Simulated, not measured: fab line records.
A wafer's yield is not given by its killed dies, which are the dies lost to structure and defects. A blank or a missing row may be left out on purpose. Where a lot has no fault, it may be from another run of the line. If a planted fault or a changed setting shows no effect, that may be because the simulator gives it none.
fab line records	flow n5Finfet	part 1 of 2: steps 1 to 29 of 36
record: lots: 5	wafers: 15	lastDay: 16
route steps=1938 shown STI_FIN_REVEAL@205 DUMMY_GATE@212
lots with no fault: from the same line, run without faults
startH: hours from the record's first day to the start of the lot's first wafer shown	waitH: hours from the lot's prior step to this one	" repeats the value in the row above	L1.1+2: one row covering several wafers at once	- either no value or no given start	* or withheld: withheld	< > ~ a bound
route shown NAME@n: names a module that has steps shown in the file, with the first one's number in the route	usual: mean/standard deviation taken from wafers without a fault	same: alike in all rows	chamber/n: place in a boat	sites: the reading at each site	_std_site: standard deviation across them	_edge_site: inner sites' mean taken away from outer sites' mean	radiusMm: how far each site lies from the wafer's centre	mask NAME#n: copy n	behind: the most recent tool/chamber to have shaped the wafer	hold: the reason the lot was held/the length of the hold in hours/how it ended	device: which transistor (n, p or np) failed to switch	end of line: the tests these same wafers got at the end of their route	where a step has no rows: the recipe by itself	killed: the dies lost at the first sort to structure and to defects; this is not the yield of the wafer	map: a wafer's dies, x killed, . not, _ none there
set.NAME: the setting as run; set.NAME@STEP: as run at that earlier step	model.NAME: the simulator's own value behind a step, which no gauge read
certain route steps with their lots: each step a table, each wafer a row
services: the hour from which a tool's chamber was out of use, counted from the record's first day as startH (under 0 if before that day), plus the number of hours and why
== steps ==
step: N5_STI_FIN_REVEAL_CLEAN_19
recipe: chemistry: O3/DIW	tempC: 25	timeS: 120	o3Ppm: 10
same: timeS: 120
lot.wafer	tool	chamber	startH	waitH
L074.1+4+6	wetBench-06	1,3,4	37.29	0.1
L082.4+5+6	wetBench-03	3,2,6	87.49	0.0
L085.1+2+5	wetBench-05	0,5,6	105.06	0.1
L088.2+4+6	wetBench-05	7,0,2	121.69	0.1
L093.1+3+6	wetBench-05	1,0,3	153.00	0.1
step: N5_STI_FIN_REVEAL_SRD_23
recipe: dry: ipaMarangoni	timeS: 30	tempC: 23	rinseLiquid: diw
same: timeS: 30
lot.wafer	tool	chamber	startH	waitH
L074.1+4+6	wetBench-06	1,3,4	37.32	0.0
L082.4+5+6	wetBench-03	3,2,6	87.52	0.0
L085.1+2+5	wetBench-05	0,5,6	105.10	0.0
L088.2+4+6	wetBench-05	7,0,2	121.72	0.0
L093.1+3+6	wetBench-05	1,0,3	153.04	0.0
step: N5_STI_FIN_REVEAL_CD_MEAS_22
recipe: targetCdNm: 6.238	pitchNm: 28	polarity: line
usual: cdNm: 6.3/0.31
lot.wafer	tool	chamber	startH	waitH	cdNm
L074.1	cdSem-02	-	37.36	0.0	6.8
L074.4	"	-	"	"	6.6
L074.6	"	-	"	"	6.0
L082.4	cdSem-01	-	87.57	0.0	6.1
L082.5	"	-	"	"	5.7
L082.6	"	-	"	"	6.5
L085.1	cdSem-01	-	105.14	0.0	6.2
L085.2	"	-	"	"	6.5
L085.5	"	-	"	"	6.6
L088.2	cdSem-03	-	121.76	0.0	6.6
L088.4	"	-	"	"	6.4
L088.6	"	-	"	"	6.2
L093.1	cdSem-03	-	153.08	0.0	6.0
L093.3	"	-	"	"	6.3
L093.6	"	-	"	"	6.0
step: N5_STI_FIN_REVEAL_FIN_H_MEAS_10
usual: trenchDepthNm: 52.1/0.66
lot.wafer	tool	chamber	startH	waitH	trenchDepthNm
L074.1	ocd-01	-	37.39	0.0	52.3
L074.4	"	-	"	"	51.8
L074.6	"	-	"	"	52.1
L082.4	ocd-01	-	87.60	0.0	52.3
L082.5	"	-	"	"	53.1
L082.6	"	-	"	"	52.3
L085.1	ocd-02	-	105.17	0.0	52.9
L085.2	"	-	"	"	52.4
L085.5	"	-	"	"	53.0
L088.2	ocd-01	-	121.79	0.0	51.5
L088.4	"	-	"	"	52.2
L088.6	"	-	"	"	52.7
L093.1	ocd-02	-	153.11	0.0	51.1
L093.3	"	-	"	"	51.8
L093.6	"	-	"	"	52.3
step: N5_STI_FIN_REVEAL_PRECLEAN_18
recipe: chemistry: SC2	timeS: 45	tempC: 35	mix: 1:1:50
same: timeS: 45
lot.wafer	tool	chamber	startH	waitH
L074.1+4+6	wetBench-05	6,7,5	37.43	0.0
L082.4+5+6	wetBench-03	6,1,5	87.63	0.0
L085.1+2+5	wetBench-03	4,2,5	105.20	0.0
L088.2+4+6	wetBench-03	7,6,0	121.82	0.0
L093.1+3+6	wetBench-03	0,3,1	153.14	0.0
step: N5_STI_FIN_REVEAL_SRD_28
recipe: dry: ipaMarangoni	timeS: 30	tempC: 23	rinseLiquid: diw
same: timeS: 30
lot.wafer	tool	chamber	startH	waitH
L074.1+4+6	wetBench-05	6,7,5	37.44	0.0
L082.4+5+6	wetBench-03	6,1,5	87.64	0.0
L085.1+2+5	wetBench-03	4,2,5	105.24	0.0
L088.2+4+6	wetBench-03	7,6,0	121.84	0.0
L093.1+3+6	wetBench-03	0,3,1	153.16	0.0
step: N5_STI_FIN_REVEAL_INSPECT_13
recipe: inspectInstrument: darkfield	mode: postClean
usual: rawDefectCount: 12/5.7
lot.wafer	tool	chamber	startH	waitH	rawDefectCount
L074.1	defectInspect-01	-	37.48	0.0	16
L074.4	"	-	"	"	11
L074.6	"	-	"	"	7
L082.4	defectInspect-02	-	87.68	0.0	7
L082.5	"	-	"	"	4
L082.6	"	-	"	"	13
L085.1	defectInspect-01	-	105.30	0.0	6
L085.2	"	-	"	"	7
L085.5	"	-	"	"	10
L088.2	defectInspect-01	-	121.88	0.0	26
L088.4	"	-	"	"	15
L088.6	"	-	"	"	8
L093.1	defectInspect-02	-	153.20	0.0	8
L093.3	"	-	"	"	6
L093.6	"	-	"	"	12
step: N5_DUMMY_GATE_PRECLEAN_00
recipe: chemistry: O3/DIW	timeS: 60	tempC: 22	o3Ppm: 10
same: timeS: 60
lot.wafer	tool	chamber	startH	waitH
L074.1+4+6	wetBench-04	5,1,0	37.51	0.0
L082.4+5+6	wetBench-02	0,3,7	87.71	0.0
L085.1+2+5	wetBench-04	5,0,6	105.33	0.0
L088.2+4+6	wetBench-04	4,5,6	121.91	0.0
L093.1+3+6	wetBench-04	6,2,5	153.22	0.0
step: N5_DUMMY_GATE_SRD_01
recipe: timeS: 30	tempC: 23	rinseLiquid: diw	dry: ipaMarangoni
same: timeS: 30
lot.wafer	tool	chamber	startH	waitH
L074.1+4+6	wetBench-04	5,1,0	37.53	0.0
L082.4+5+6	wetBench-02	0,3,7	87.73	0.0
L085.1+2+5	wetBench-04	5,0,6	105.34	0.0
L088.2+4+6	wetBench-04	4,5,6	121.93	0.0
L093.1+3+6	wetBench-04	6,2,5	153.25	0.0
step: N5_DUMMY_GATE_ALD_02
recipe: material: SiO2	targetThkA: 20	tempC: 300	aldPrecursorFamily: BDEAS	aldCoReactant: O2-plasma	pulseTimeS: 1	pressureTorr: 2
usual: chamberPressureTorr: 2.000/0.0044	heaterPowerW: 472/70	precursorPulseHeightRel: 1.001/0.02
lot.wafer	tool	chamber	startH	waitH	chamberPressureTorr	heaterPowerW	precursorPulseHeightRel
L074.1	aldSin-02	3	37.58	0.0	2.002	473	1.019
L074.4	"	2	"	"	2.005	442	0.998
L074.6	"	0	"	"	2.004	528	0.996
L082.4	aldSin-04	3	89.25	1.5	1.995	400	1.005
L082.5	"	2	"	"	2.009	467	0.994
L082.6	"	1	"	"	1.994	413	1.003
L085.1	aldSin-04	3	105.39	0.0	1.996	387	1.007
L085.2	"	1	"	"	1.997	411	0.954
L085.5	"	3	"	"	2.001	396	0.977
L088.2	aldSin-02	1	121.97	0.0	1.995	634	1.008
L088.4	"	1	"	"	2.004	622	0.982
L088.6	"	1	"	"	1.996	642	0.974
L093.1	aldSin-01	2	153.29	0.0	2.001	456	1.034
L093.3	"	1	"	"	2.002	451	1.007
L093.6	"	3	"	"	2.000	486	0.960
step: N5_DUMMY_GATE_CVD_03
recipe: material: a-Si	targetThkA: 1500	tempC: 530	precursor: SiH4	timeS: 8042
usual: spikeTcCentreC: 529.7/0.76
same: timeS: 8042
lot.wafer	tool	chamber	startH	waitH	spikeTcCentreC
L074.1	lpcvd-01	0/15	37.68	0.1	531.1
L074.4	"	0/29	"	"	531.1
L074.6	"	0/39	"	"	531.1
L082.4	lpcvd-01	0/54	89.35	0.1	531.1
L082.5	"	0/59	"	"	531.1
L082.6	"	0/64	"	"	531.1
L085.1	lpcvd-02	1/65	105.50	0.1	529.6
L085.2	"	1/70	"	"	529.6
L085.5	"	1/84	"	"	529.6
L088.2	lpcvd-02	1/20	122.11	0.1	529.2
L088.4	"	1/29	"	"	529.2
L088.6	"	1/39	"	"	529.2
L093.1	lpcvd-02	1/65	153.40	0.1	529.0
L093.3	"	1/75	"	"	529.0
L093.6	"	1/89	"	"	529.0
step: N5_DUMMY_GATE_PRECLEAN_46
recipe: chemistry: DIW	timeS: 89.5	tempC: 23
same: timeS: 89.5
lot.wafer	tool	chamber	startH	waitH
L074.1+4+6	wetBench-04	3,6,1	41.37	0.0
L082.4+5+6	wetBench-04	2,3,6	93.04	0.0
L085.1+2+5	wetBench-02	7,3,2	109.18	0.0
L088.2+4+6	wetBench-01	6,5,0	125.79	0.0
L093.1+3+6	wetBench-04	3,4,5	157.09	0.0
step: N5_DUMMY_GATE_SRD_47
recipe: dryTimeS: 32	dry: n2Spin	spinRpm: 1500
usual: spinRpm: 1500.0/0.86
lot.wafer	tool	chamber	startH	waitH	spinRpm
L074.1	wetBench-04	3	41.40	0.0	1499.4
L074.4	"	6	"	"	1499.1
L074.6	"	1	"	"	1500.0
L082.4	wetBench-04	2	93.07	0.0	1499.9
L082.5	"	3	"	"	1499.7
L082.6	"	6	"	"	1500.8
L085.1	wetBench-02	7	109.20	0.0	1499.6
L085.2	"	3	"	"	1500.9
L085.5	"	2	"	"	1501.0
L088.2	wetBench-01	6	125.82	0.0	1499.1
L088.4	"	5	"	"	1500.1
L088.6	"	0	"	"	1498.8
L093.1	wetBench-04	3	157.12	0.0	1500.2
L093.3	"	4	"	"	1499.3
L093.6	"	5	"	"	1499.5
step: N5_DUMMY_GATE_CMP_04
recipe: material: a-Si	postCmpClean: alkalineBrush
usual: motorCurrentA: 9.8/0.94	slurryFlowMlMin: 149.9/0.49	timeToEndpointS: 14.4/2.8
lot.wafer	tool	chamber	startH	waitH	motorCurrentA	slurryFlowMlMin	timeToEndpointS
L074.1	cmp-04	2	41.50	0.1	10.4	149.8	17.4
L074.4	"	3	"	"	10.5	149.5	17.1
L074.6	"	0	"	"	8.8	150.6	14.1
L082.4	cmp-01	3	93.10	0.0	9.5	150.6	11.0
L082.6	"	3	"	"	10.4	149.6	12.0
L082.5	"	0	"	"	9.7	150.5	12.9
L085.2	cmp-03	2	109.23	0.0	9.2	150.4	14.0
L085.1	"	1	"	"	9.8	150.8	18.3
L085.5	"	3	"	"	9.7	149.6	15.8
L088.2	cmp-03	1	125.88	0.1	9.8	149.7	18.9
L088.4	"	3	"	"	9.4	149.9	17.9
L088.6	"	1	"	"	9.6	150.6	17.9
L093.1	cmp-03	2	157.22	0.1	8.8	149.3	12.7
L093.3	"	3	"	"	9.5	150.0	14.5
L093.6	"	2	"	"	9.0	149.5	13.7
step: N5_DUMMY_GATE_THK_MEAS_05
usual: thkNm: 72.4/1.2
lot.wafer	tool	chamber	startH	waitH	thkNm
L074.1	filmMetro-02	-	41.68	0.1	72.4
L074.4	"	-	"	"	72.9
L074.6	"	-	"	"	71.6
L082.4	filmMetro-02	-	93.34	0.2	71.8
L082.5	"	-	"	"	72.5
L082.6	"	-	"	"	71.0
L085.1	filmMetro-01	-	109.48	0.1	71.9
L085.2	"	-	"	"	70.5
L085.5	"	-	"	"	71.5
L088.2	filmMetro-01	-	126.09	0.2	72.2
L088.4	"	-	"	"	73.6
L088.6	"	-	"	"	73.7
L093.1	filmMetro-02	-	157.43	0.2	72.8
L093.3	"	-	"	"	74.2
L093.6	"	-	"	"	72.9
step: N5_DUMMY_GATE_HM_DEP_06
recipe: material: SiNx	targetThkA: 800	precursor: DCS/NH3	tempC: 700	pressureMtorr: 300	timeS: 5141
usual: spikeTcCentreC: 699.1/0.6
same: timeS: 5141
lot.wafer	tool	chamber	startH	waitH	spikeTcCentreC
L074.1	lpcvd-02	0/15	41.71	0.0	698.4
L074.4	"	0/29	"	"	698.4
L074.6	"	0/39	"	"	698.4
L082.4	lpcvd-02	1/104	93.37	0.0	698.7
L082.5	"	1/109	"	"	698.7
L082.6	"	1/114	"	"	698.7
L085.1	lpcvd-01	1/65	109.50	0.0	699.4
L085.2	"	1/70	"	"	699.4
L085.5	"	1/84	"	"	699.4
L088.2	lpcvd-01	1/45	126.12	0.0	698.7
L088.4	"	1/54	"	"	698.7
L088.6	"	1/64	"	"	698.7
L093.1	lpcvd-01	1/90	157.46	0.0	698.9
L093.3	"	1/100	"	"	698.9
L093.6	"	1/114	"	"	698.9
step: N5_DUMMY_GATE_PECVD_30
recipe: material: SiO2	targetThkA: 550	tempC: 400	precursor: TEOS/O2	pressureTorr: 6.5	rfW: withheld	teosFlowSccm: withheld	gas: O2	flowSccm: 2650	timeS: 10.8
usual: chamberPressureTorr: 6.500/0.015
same: timeS: 10.8
lot.wafer	tool	chamber	startH	waitH	chamberPressureTorr
L074.1	pecvd-04	2	45.66	0.0	6.506
L074.4	"	1	"	"	6.472
L074.6	"	0	"	"	6.509
L082.4	pecvd-01	1	97.34	0.1	6.520
L082.5	"	0	"	"	6.504
L082.6	"	2	"	"	6.507
L085.1	pecvd-04	0	113.45	0.0	6.489
L085.2	"	1	"	"	6.492
L085.5	"	1	"	"	6.490
L088.2	pecvd-01	1	130.06	0.0	6.513
L088.4	"	0	"	"	6.505
L088.6	"	1	"	"	6.498
L093.1	pecvd-04	2	161.42	0.0	6.504
L093.3	"	0	"	"	6.489
L093.6	"	1	"	"	6.521
step: N5_DUMMY_GATE_COAT_34
recipe: resist: SOC	tempC: 250	timeS: 60	spinRpm: 1500	resistThkNm: 60
usual: heaterPowerTotalW: 500.6/1.8
same: timeS: 60
lot.wafer	tool	chamber	startH	waitH	heaterPowerTotalW
L074.1	lithoTrack-04	0	45.72	0.0	497.7
L074.4	"	0	"	"	498.7
L074.6	"	0	"	"	498.9
L082.4	lithoTrack-05	0	97.38	0.0	501.2
L082.5	"	0	"	"	502.9
L082.6	"	0	"	"	500.8
L085.1	lithoTrack-04	0	113.50	0.0	497.5
L085.2	"	0	"	"	503.2
L085.5	"	0	"	"	499.9
L088.2	lithoTrack-05	0	130.12	0.0	501.9
L088.4	"	0	"	"	497.3
L088.6	"	0	"	"	497.9
L093.1	lithoTrack-04	0	161.47	0.0	498.3
L093.3	"	0	"	"	501.7
L093.6	"	0	"	"	500.7
step: N5_DUMMY_GATE_COAT_35
recipe: resist: SiARC	tempC: 220	timeS: 60	spinRpm: 1500	resistThkNm: 10
usual: heaterPowerTotalW: 427.5/2.2
same: timeS: 60
lot.wafer	tool	chamber	startH	waitH	heaterPowerTotalW
L074.1	lithoTrack-04	0	-	-	424.0
L074.4	"	0	"	"	427.1
L074.6	"	0	"	"	424.2
L082.4	lithoTrack-05	0	-	-	428.3
L082.5	"	0	"	"	425.3
L082.6	"	0	"	"	424.8
L085.1	lithoTrack-04	0	-	-	428.5
L085.2	"	0	"	"	427.0
L085.5	"	0	"	"	431.0
L088.2	lithoTrack-05	0	-	-	429.1
L088.4	"	0	"	"	424.1
L088.6	"	0	"	"	427.6
L093.1	lithoTrack-04	0	-	-	429.5
L093.3	"	0	"	"	429.1
L093.6	"	0	"	"	428.2
step: N5_DUMMY_GATE_COAT_28
recipe: resist: underlayer	tempC: 205	timeS: 60	spinRpm: 1500	resistThkNm: 10
usual: heaterPowerTotalW: 391.7/1.3
same: timeS: 60
lot.wafer	tool	chamber	startH	waitH	heaterPowerTotalW
L074.1	lithoTrack-04	0	-	-	391.0
L074.4	"	0	"	"	389.5
L074.6	"	0	"	"	390.6
L082.4	lithoTrack-05	0	-	-	393.5
L082.5	"	0	"	"	391.7
L082.6	"	0	"	"	393.1
L085.1	lithoTrack-04	0	-	-	390.4
L085.2	"	0	"	"	392.9
L085.5	"	0	"	"	393.5
L088.2	lithoTrack-05	0	-	-	393.0
L088.4	"	0	"	"	392.7
L088.6	"	0	"	"	393.5
L093.1	lithoTrack-04	0	-	-	391.7
L093.3	"	0	"	"	393.5
L093.6	"	0	"	"	391.4
step: N5_DUMMY_GATE_COAT_09
recipe: resist: CAR-EUV	spinRpm: 1500	resistThkNm: 30
lot.wafer	tool	chamber	startH	waitH
L074.1+4+6	lithoTrack-04	0	-	-
L082.4+5+6	lithoTrack-05	0	-	-
L085.1+2+5	lithoTrack-04	0	-	-
L088.2+4+6	lithoTrack-05	0	-	-
L093.1+3+6	lithoTrack-04	0	-	-
step: N5_DUMMY_GATE_EBR_11
recipe: solvent: PGMEA	ebrWidthMm: 1.5
lot.wafer	tool	chamber	startH	waitH
L074.1+4+6	lithoTrack-04	0	-	-
L082.4+5+6	lithoTrack-05	0	-	-
L085.1+2+5	lithoTrack-04	0	-	-
L088.2+4+6	lithoTrack-05	0	-	-
L093.1+3+6	lithoTrack-04	0	-	-
step: N5_DUMMY_GATE_SOFTBAKE_10
recipe: tempC: 110	timeS: 60	resist: CAR-EUV
usual: heaterPowerTotalW: 175.2/1.6
same: timeS: 60
lot.wafer	tool	chamber	startH	waitH	heaterPowerTotalW
L074.1	lithoTrack-04	0	-	-	173.0
L074.4	"	0	"	"	177.4
L074.6	"	0	"	"	174.7
L082.4	lithoTrack-05	0	-	-	173.4
L082.5	"	0	"	"	176.4
L082.6	"	0	"	"	177.1
L085.1	lithoTrack-04	0	-	-	176.5
L085.2	"	0	"	"	175.5
L085.5	"	0	"	"	176.3
L088.2	lithoTrack-05	0	-	-	175.7
L088.4	"	0	"	"	177.5
L088.6	"	0	"	"	173.5
L093.1	lithoTrack-04	0	-	-	175.7
L093.3	"	0	"	"	173.4
L093.6	"	0	"	"	177.3
step: N5_DUMMY_GATE_EXPOSE_12
recipe: maskId: GATE	na: 0.33	sourceShape: annular	sigmaInner: 0.2	sigmaOuter: 0.6	polarization: unpolarized	targetCdNm: 25	doseMj: 34
lot.wafer	tool	chamber	startH	waitH	mask
L074.1+4+6	euvScanner-02	0	45.85	-	GATE#0
L082.4+5+6	euvScanner-01	0	97.66	-	GATE#0
L085.1+2+5	euvScanner-01	0	113.77	-	GATE#0
L088.2+4+6	euvScanner-02	0	130.26	-	GATE#0
L093.1+3+6	euvScanner-01	0	161.74	-	GATE#0
step: N5_DUMMY_GATE_PEB_13
recipe: pebTempC: 100	pebTimeS: 60	resist: CAR-EUV
usual: heaterPowerTotalW: 154.0/1.1
lot.wafer	tool	chamber	startH	waitH	heaterPowerTotalW
L074.1	lithoTrack-04	0	45.91	0.1	155.2
L074.4	"	0	"	"	152.7
L074.6	"	0	"	"	153.3
L082.4	lithoTrack-05	0	97.71	0.0	155.6
L082.5	"	0	"	"	155.2
L082.6	"	0	"	"	155.3
L085.1	lithoTrack-05	0	113.82	0.1	155.7
L085.2	"	0	"	"	154.8
L085.5	"	0	"	"	154.2
L088.2	lithoTrack-04	0	130.31	0.0	155.5
L088.4	"	0	"	"	153.0
L088.6	"	0	"	"	154.0
L093.1	lithoTrack-04	0	161.80	0.1	152.4
L093.3	"	0	"	"	153.7
L093.6	"	0	"	"	154.8
step: N5_DUMMY_GATE_DEVELOP_14
recipe: developTimeS: 30	developer: TMAH	resist: CAR-EUV	rinseLiquid: surfactantRinse	dry: airSpin	devTempC: 23
lot.wafer	tool	chamber	startH	waitH
L074.1+4+6	lithoTrack-04	0	-	-
L082.4+5+6	lithoTrack-05	0	-	-
L085.1+2+5	lithoTrack-05	0	-	-
L088.2+4+6	lithoTrack-04	0	-	-
L093.1+3+6	lithoTrack-04	0	-	-
step: N5_DUMMY_GATE_CD_MEAS_15
recipe: targetCdNm: 25.8	landingEnergyEv: 500	detector: seInlens
usual: cdNm: 24.90/0.22
lot.wafer	tool	chamber	startH	waitH	cdNm
L074.1	cdSem-02	0	45.98	-	24.90
L074.4	"	0	"	"	24.65
L074.6	"	0	"	"	25.00
L082.4	cdSem-02	0	97.78	-	24.93
L082.5	"	0	"	"	24.70
L082.6	"	0	"	"	25.09
L085.1	cdSem-03	0	113.89	-	24.99
L085.2	"	0	"	"	24.92
L085.5	"	0	"	"	24.99
L088.2	cdSem-03	0	130.38	-	25.21
L088.4	"	0	"	"	24.88
L088.6	"	0	"	"	25.04
L093.1	cdSem-03	0	161.87	-	25.03
L093.3	"	0	"	"	24.71
L093.6	"	0	"	"	25.16
step: N5_DUMMY_GATE_OVL_MEAS_16
recipe: pointsPerWafer: 522
usual: GATE_OVL: -0.2/0.78
lot.wafer	tool	chamber	startH	waitH	GATE_OVL[nm]
L074.1	overlay-01	0	46.02	0.0	1.0
L074.4	"	0	"	"	-0.2
L074.6	"	0	"	"	0.1
L082.4	overlay-01	0	97.83	0.0	-1.6
L082.5	"	0	"	"	-0.5
L082.6	"	0	"	"	-0.2
L085.1	overlay-01	0	113.93	0.0	-1.2
L085.2	"	0	"	"	-1.7
L085.5	"	0	"	"	-1.5
L088.2	overlay-02	0	130.43	0.0	0.5
L088.4	"	0	"	"	1.6
L088.6	"	0	"	"	1.0
L093.1	overlay-01	0	161.91	0.0	-0.9
L093.3	"	0	"	"	-0.6
L093.6	"	0	"	"	-0.4
step: N5_DUMMY_GATE_INSPECT_17
recipe: mode: adi	inspectInstrument: brightfield
usual: rawDefectCount: 193/51
lot.wafer	tool	chamber	startH	waitH	rawDefectCount
L074.1	defectInspect-02	-	46.08	0.1	143
L074.4	"	-	"	"	212
L074.6	"	-	"	"	220
L082.4	defectInspect-02	-	97.87	0.0	189
L082.5	"	-	"	"	143
L082.6	"	-	"	"	129
L085.1	defectInspect-02	-	113.99	0.1	284
L085.2	"	-	"	"	210
L085.5	"	-	"	"	225
L088.2	defectInspect-01	-	130.48	0.0	202
L088.4	"	-	"	"	248
L088.6	"	-	"	"	239
L093.1	defectInspect-01	-	161.96	0.1	141
L093.3	"	-	"	"	235
L093.6	"	-	"	"	153
